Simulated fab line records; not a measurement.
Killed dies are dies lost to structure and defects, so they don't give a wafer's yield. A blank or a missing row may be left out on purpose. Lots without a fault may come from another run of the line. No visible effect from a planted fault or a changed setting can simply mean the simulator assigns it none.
Which tool is to blame? + flow n5_finfet + 6 lots, 17 wafers sampled, at 1 step of a route of 1938

WHAT EACH GAUGE READ, for each wafer
N5_PASSIVATION_OVL_MEAS_63.
| lot  | measured     | on         | PAD_OVL (nm) |
|------|--------------|------------|--------------|
| L135 | day 13 06:29 | overlay-01 | -1 2 -2      |
| L138 | day 14 02:25 | overlay-02 | 12 6 10      |
| L141 | day 14 03:05 | overlay-02 | -9 -7 -11    |
| L144 | day 14 17:08 | overlay-01 | 6 6          |
| L145 | day 15 02:07 | overlay-01 | 7 0 5        |
| L147 | day 16 03:38 | overlay-02 | 6 2 4        |

WHICH TOOL RAN EACH LOT (tool, then ch and the chambers of the sampled wafers, then the start)
No process step before these readings appears in the record.

THE ANSWER, worked out from the rows above alone
Rule: usual is defined by the lots themselves. The widest of any qualifying gaps counts: lots, ordered by their means at a reading, are off when they make up no more than a third of the lots, leave a main group of 4 or more, and stand apart from it by 3 or more times the standard deviation of that group's means. If all means in a main group match to the digits the tables above print for the reading, that group is not used. Also off: a lot with no number at a reading for which 4 or more lots have one. Where the step has rows for the other lots, those lots are counted as sound.
No lot is off on any of the readings shown, so nothing can be concluded from this.

WHAT HAD BEEN PUT IN BY THE SIMULATOR
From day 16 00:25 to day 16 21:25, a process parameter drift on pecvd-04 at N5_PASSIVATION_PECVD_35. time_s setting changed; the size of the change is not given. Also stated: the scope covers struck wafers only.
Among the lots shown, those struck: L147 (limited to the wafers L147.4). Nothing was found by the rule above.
